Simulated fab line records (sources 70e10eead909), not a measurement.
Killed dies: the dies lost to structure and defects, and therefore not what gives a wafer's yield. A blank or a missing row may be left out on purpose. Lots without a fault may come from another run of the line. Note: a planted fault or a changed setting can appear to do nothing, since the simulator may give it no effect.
Matching of chambers ; flow nand_harc ; NHARC_A_STAIRCASE_ALD_415 on ald_hk-03 has 4 sister chambers
The step deposits SiO2, target thk 30 nm, pulse time 6 s, ald cycles 300. 4 wafers are shown with their chamber, then 12 later ones without.

## WAFERS PAIRED WITH THEIR CHAMBERS
wafer;chamber;heater_power_w (W)
L085.2;0;486
L085.3;3;512
L086.5;2;487
L086.6;1;460

## WAFERS WITHOUT THEIR CHAMBER
wafer;heater_power_w (W)
L090.1;511
L090.5;472
L090.6;494
L089.1;496
L089.2;497
L089.3;455
L092.1;485
L092.2;514
L092.4;478
L092.3;469
L092.5;492
L092.6;460

## CHAMBER TAKEN BY EACH
wafer;from the rows above;in truth
L090.1;3;3
L090.5;can't be placed: 1 or 0 or 2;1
L090.6;can't be placed: 2 or 0 or 3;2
L089.1;can't be placed: 2 or 0 or 3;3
L089.2;can't be placed: 2 or 0 or 3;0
L089.3;1;1
L092.1;can't be placed: 0 or 2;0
L092.2;3;3
L092.4;can't be placed: 0 or 2 or 1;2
L092.3;can't be placed: 1 or 0 or 2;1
L092.5;can't be placed: 2 or 0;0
L092.6;1;1
4 of 12 placed correctly. Can't be placed from these rows: 8 (the true chamber is among the candidates in 8). Number placed wrongly: 0.
How it was worked out, from the rows above alone: a wafer's distance from a chamber is the root of the sum, over the readings, of the square of ((its reading less the chamber's mean) divided by the reading's scatter). If the next closest chamber is less than 2 further off than the closest, the wafer can't be placed; otherwise it belongs to the closest. The mean given for a chamber averages the wafers shown for that chamber. The scatter: with one shown wafer a chamber, the root of the mean of the squares of how far each hidden wafer lies from its nearest shown one.
